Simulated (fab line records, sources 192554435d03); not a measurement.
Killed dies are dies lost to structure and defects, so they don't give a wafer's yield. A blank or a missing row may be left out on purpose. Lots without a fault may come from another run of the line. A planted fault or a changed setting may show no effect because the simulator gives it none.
Chamber matching | flow n5_finfet | N5_SD_EPI_N_ETCH_16 on rie_diel-04: 4 sister chambers
The step etches SiO2 in CHF3/O2, target depth 5 nm. 8 wafers are shown with their chamber, then 9 later ones without.

WAFERS WITH THEIR CHAMBER
wafer  | chamber | showerhead_plenum_p_Torr (Torr) | throttle_valve_pct (%)
L085.5 | 3       | 2.29                            | 18.69
L088.4 | 1       | 2.48                            | 19.05
L088.5 | 0       | 2.53                            | 18.84
L089.1 | 0       | 2.52                            | 18.83
L089.6 | 3       | 2.29                            | 18.69
L090.3 | 2       | 2.53                            | 18.81
L090.4 | 1       | 2.47                            | 19.07
L090.6 | 2       | 2.53                            | 18.82

WAFERS WITHOUT THEIR CHAMBER
wafer  | showerhead_plenum_p_Torr (Torr) | throttle_valve_pct (%)
L091.2 | 2.47                            | 19.05
L091.3 | 2.29                            | 18.72
L091.5 | 2.47                            | 19.06
L092.1 | 2.52                            | 18.86
L092.2 | 2.29                            | 18.72
L092.5 | 2.29                            | 18.72
L095.2 | 2.53                            | 18.84
L095.5 | 2.53                            | 18.83
L095.6 | 2.28                            | 18.72

WHICH CHAMBER EACH WENT THROUGH
wafer  | from the rows above     | in truth
L091.2 | 1                       | 1
L091.3 | 3                       | 3
L091.5 | 1                       | 1
L092.1 | 0                       | 0
L092.2 | 3                       | 3
L092.5 | 3                       | 3
L095.2 | can't be placed: 0 or 2 | 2
L095.5 | can't be placed: 0 or 2 | 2
L095.6 | 3                       | 3
Placed correctly: 7 of 9. Can't be placed from these rows: 2 (the true chamber is among the candidates in 2). Placed wrongly: 0.
How it was worked out, from the rows above alone: a wafer's distance from a chamber is the root of the sum, over the readings, of the square of ((its reading less the chamber's mean) divided by the reading's scatter). The wafer belongs to the nearest chamber; if the next one is less than 2 further off, it can't be placed. A chamber's mean is the mean of its shown wafers. The scatter: the root of (the sum of the squares of (reading less its chamber's mean) over the shown wafers, divided by (wafers less chambers)).
